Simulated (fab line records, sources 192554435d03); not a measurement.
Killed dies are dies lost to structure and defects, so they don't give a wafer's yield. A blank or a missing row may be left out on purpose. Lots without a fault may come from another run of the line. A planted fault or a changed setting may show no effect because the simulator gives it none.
Which tool did it? | flow n5_finfet | 9 lots, 25 wafers sampled, at 6 steps of a route of 1938

WHAT THE GAUGES READ, wafer by wafer
N5_BEOL_M0_SAQP_CD_MEAS_14: target cd 42.5 nm.
lot  | measured     | on        | cd_nm (nm)
L639 | day 5 10:18  | cd_sem-01 | 42.31 42.55 42.43
L642 | day 6 05:37  | cd_sem-03 | 42.87 42.74 42.73
L644 | day 6 17:07  | cd_sem-02 | 39.82 42.53
L649 | day 8 00:40  | cd_sem-01 | 39.88 40.06
L651 | day 8 20:06  | cd_sem-01 | 42.00 42.43 42.08
L657 | day 10 09:52 | cd_sem-02 | 42.35 42.50 42.61
L658 | day 10 14:46 | cd_sem-01 | 42.01 42.38 42.46
L659 | day 10 17:56 | cd_sem-01 | 42.43 42.66 42.66
L662 | day 11 10:34 | cd_sem-03 | 42.25 42.93 43.27

N5_BEOL_M0_SAQP_OVL_MEAS_15.
lot  | measured     | on         | M0_CORE_OVL (nm)
L639 | day 5 10:20  | overlay-02 | 0.2 -0.8 -0.4
L642 | day 6 05:39  | overlay-02 | 1.7 0.1 0.4
L644 | day 6 17:09  | overlay-02 | 0.0 -0.1
L649 | day 8 00:42  | overlay-01 | -0.8 -0.5
L651 | day 8 20:08  | overlay-02 | 1.9 0.5 1.0
L657 | day 10 09:54 | overlay-02 | 0.1 1.0 0.3
L658 | day 10 14:47 | overlay-01 | 0.1 0.6 0.5
L659 | day 10 17:58 | overlay-01 | -1.0 0.2 0.2
L662 | day 11 10:36 | overlay-02 | -0.2 -0.7 -0.2

N5_BEOL_M4_RC_MEAS_101.
lot  | measured     | on        | DIBL_N (mV/V)  | DIBL_P (mV/V)  | IOFF_N (nA/um)    | IOFF_P (nA/um)    | ION_N (uA/um) | ION_P (uA/um) | SS_N (mV/dec)  | SS_P (mV/dec)  | VT_N (mV)         | VT_P (mV)
L639 | day 7 14:05  | prober-01 | 36.3 35.6 36.4 | 35.8 34.9 35.2 | 0.162 0.149 0.160 | 0.194 0.182 0.188 | 674 654 655   | 458 449 453   | 71.9 71.7 71.4 | 73.4 73.3 74.0 | 249.4 250.6 249.2 | -251.8 -255.3 -251.0
L642 | day 8 06:36  | prober-02 | 37.0 35.4 34.7 | 37.7 36.0 35.2 | 0.187 0.150 0.138 | 0.214 0.183 0.173 | 688 673 665   | 461 456 456   | 72.5 71.9 71.7 | 73.3 73.1 72.8 | 246.9 251.1 250.6 | -248.0 -253.8 -253.1
L644 | day 9 13:31  | prober-01 | 36.2 37.4      | 36.5 37.3      | 0.157 0.179       | 0.238 0.263       | 679 691       | 466 480       | 71.6 71.8      | 73.2 73.7      | 245.6 247.9       | -245.9 -244.0
L649 | day 10 14:32 | prober-01 | 35.0 37.1      | 35.5 37.1      | 0.152 0.197       | 0.205 0.226       | 681 686       | 469 462       | 71.4 72.0      | 73.2 73.9      | 250.3 243.9       | -251.2 -252.1
L651 | day 11 07:54 | prober-02 | 37.8 36.2 37.2 | 36.6 35.0 35.5 | 0.164 0.148 0.161 | 0.201 0.183 0.202 | 673 663 663   | 456 451 451   | 71.4 71.5 72.0 | 73.5 73.3 73.1 | 248.8 250.9 250.2 | -251.1 -253.0 -249.0
L657 | day 12 16:58 | prober-01 | 33.7 32.4 34.8 | 35.5 33.5 36.5 | 0.131 0.114 0.151 | 0.181 0.160 0.200 | 664 662 660   | 458 455 454   | 71.2 71.1 70.9 | 72.7 72.2 73.3 | 252.4 254.5 249.7 | -252.3 -253.9 -249.8
L658 | day 12 22:29 | prober-01 | 36.5 35.7 34.4 | 36.7 35.6 34.3 | 0.186 0.168 0.150 | 0.219 0.209 0.187 | 677 691 681   | 459 464 463   | 71.7 71.4 71.3 | 73.8 73.6 73.1 | 248.8 247.4 251.1 | -249.0 -251.4 -252.3
L659 | day 12 22:19 | prober-02 | 38.6 36.9 39.0 | 37.3 36.2 37.4 | 0.201 0.162 0.196 | 0.240 0.213 0.229 | 679 664 666   | 465 454 460   | 71.2 70.9 71.8 | 73.5 73.0 73.7 | 245.6 249.2 246.6 | -246.5 -248.0 -249.1
L662 | day 13 19:11 | prober-02 | 36.3 36.1 38.6 | 38.1 38.3 40.1 | 0.159 0.160 0.200 | 0.214 0.214 0.258 | 680 672 682   | 465 465 469   | 71.2 71.2 72.3 | 73.8 73.3 74.7 | 251.0 251.5 247.2 | -251.5 -250.7 -249.7

WHICH TOOL RAN EACH LOT (tool, then ch and the chambers of the sampled wafers, then the start)
lot  | N5_BEOL_M0_SAQP_ILD_DEP_01      | N5_BEOL_M0_SAQP_EXPOSE_11          | N5_BEOL_M0_SAQP_HM_OPEN_112
L639 | pecvd-03 ch 0,2, day 5 08:37    | arfi_scanner-03 ch 0, day 5 10:11  | rie_diel-02 ch 0,1,2, day 5 10:42
L642 | pecvd-03 ch 0,1, day 6 04:07    | arfi_scanner-01 ch 0, day 6 05:29  | rie_diel-06 ch 0,1,3, day 6 06:16
L644 | pecvd-03 ch 0,1, day 6 15:53    | arfi_scanner-03 ch 0, day 6 16:59  | rie_diel-05 ch 1,2, day 6 17:28
L649 | pecvd-04 ch 1, day 7 23:05      | arfi_scanner-03 ch 0, day 8 00:32  | rie_diel-06 ch 0,1, day 8 01:03
L651 | pecvd-02 ch 0,2, day 8 18:49    | arfi_scanner-01 ch 0, day 8 19:59  | rie_diel-06 ch 0,1,2, day 8 20:29
L657 | pecvd-03 ch 0,1,2, day 10 08:38 | arfi_scanner-03 ch 0, day 10 09:44 | rie_diel-05 ch 1,2,3, day 10 10:14
L658 | pecvd-04 ch 0,1, day 10 13:52   | arfi_scanner-03 ch 0, day 10 14:38 | rie_diel-02 ch 0,1,3, day 10 15:02
L659 | pecvd-03 ch 0,2, day 10 16:50   | arfi_scanner-03 ch 0, day 10 17:49 | rie_diel-05 ch 0,3, day 10 18:13
L662 | pecvd-02 ch 1,2, day 11 07:59   | arfi_scanner-03 ch 0, day 11 10:26 | rie_diel-02 ch 0,1,3, day 11 10:51
- N5_BEOL_M0_SAQP_ILD_DEP_01: deposits SiOC from DEMS/O2, target thk 45.419 nm, time 8.7 s.
- N5_BEOL_M0_SAQP_EXPOSE_11: exposes mask M0 CORE, target cd 42 nm.
- N5_BEOL_M0_SAQP_HM_OPEN_112: chemistry CHF3/O2, target SiO2, stops on a-Si, target depth 12 nm, time 13.5 s.

WHAT THE TOOLS THEMSELVES READ (means of the sampled wafers that have a number; where no wafer has one, the mark that the record gives instead)
N5_BEOL_M0_SAQP_ILD_DEP_01.
lot  | tool     | heater_power_w (W) | showerhead_plenum_p_Torr (Torr) | susceptor_temp_C (C) | throttle_valve_pct (%)
L639 | pecvd-03 | 452                | 5.677                           | 349.98               | 11.5
L642 | pecvd-03 | 404                | 5.681                           | 350.21               | 11.5
L644 | pecvd-03 | 424                | 5.680                           | 350.19               | 11.4
L649 | pecvd-04 | 442                | 5.687                           | 350.02               | 12.6
L651 | pecvd-02 | 451                | 5.689                           | 350.06               | 11.5
L657 | pecvd-03 | 438                | 5.683                           | 349.96               | 11.5
L658 | pecvd-04 | 407                | 5.693                           | 350.12               | 12.3
L659 | pecvd-03 | 476                | 5.672                           | 349.86               | 11.5
L662 | pecvd-02 | 477                | 5.700                           | 349.91               | 11.5

N5_BEOL_M0_SAQP_HM_OPEN_112.
lot  | tool        | bias_w (W) | drypump_motor_current_A (A) | oes_f_703_au (a.u.) | oes_product_au (a.u.) | rf_vpp_V (V) | showerhead_plenum_p_Torr (Torr) | throttle_valve_pct (%)
L639 | rie_diel-02 | 170.1      | 5.2                         | 0.76                | 0.50                  | 516          | 2.38                            | 18.98
L642 | rie_diel-06 | 169.7      | 5.9                         | 0.83                | 0.54                  | 520          | 2.37                            | 18.68
L644 | rie_diel-05 | 170.2      | 5.6                         | 0.77                | 0.49                  | 524          | 2.46                            | 19.07
L649 | rie_diel-06 | 169.8      | 5.6                         | 0.80                | 0.52                  | 523          | 2.38                            | 18.67
L651 | rie_diel-06 | 170.0      | 5.9                         | 0.79                | 0.51                  | 523          | 2.39                            | 18.77
L657 | rie_diel-05 | 170.0      | 5.6                         | 0.81                | 0.52                  | 523          | 2.49                            | 19.00
L658 | rie_diel-02 | 169.5      | 5.7                         | 0.84                | 0.54                  | 521          | 2.50                            | 18.83
L659 | rie_diel-05 | 170.6      | 5.7                         | 0.92                | 0.60                  | 525          | 2.50                            | 18.62
L662 | rie_diel-02 | 169.3      | 5.8                         | 0.83                | 0.54                  | 521          | 2.49                            | 18.83

THE ANSWER, worked out from the rows above alone
Rule: what is usual is taken from the lots themselves. Put in order of their means at a reading, lots are off if they are a third of the lots or fewer, leave a main group of 4 or more, and stand apart from it by a gap of 3 or more times the standard deviation of the main group's means; of several such gaps the widest counts. A main group whose means are all the same, to the digits that the tables above print for the reading, isn't used. A lot without any number at a reading at which 4 lots or more have one is off too. The other lots that the step has rows for count as sound. The gauges are gone through in route order, then the tools' own readings, and for those a lot's mean is taken as printed above. The first step at which some lot is off is used, and at that step the reading that is off furthest; a lot without a number counts as furthest.
Off: L644, L649, at N5_BEOL_M0_SAQP_CD_MEAS_14 (cd_nm). The main group: mean 42.51 nm, standard deviation 0.22.
A tool fits if, at a process step before that reading, it ran every lot that is off, and no sound lot after the first of them. The gauges at N5_BEOL_M0_SAQP_CD_MEAS_14 are tried like those tools. None of those tried fits.

WHAT THE SIMULATOR HAD PUT IN
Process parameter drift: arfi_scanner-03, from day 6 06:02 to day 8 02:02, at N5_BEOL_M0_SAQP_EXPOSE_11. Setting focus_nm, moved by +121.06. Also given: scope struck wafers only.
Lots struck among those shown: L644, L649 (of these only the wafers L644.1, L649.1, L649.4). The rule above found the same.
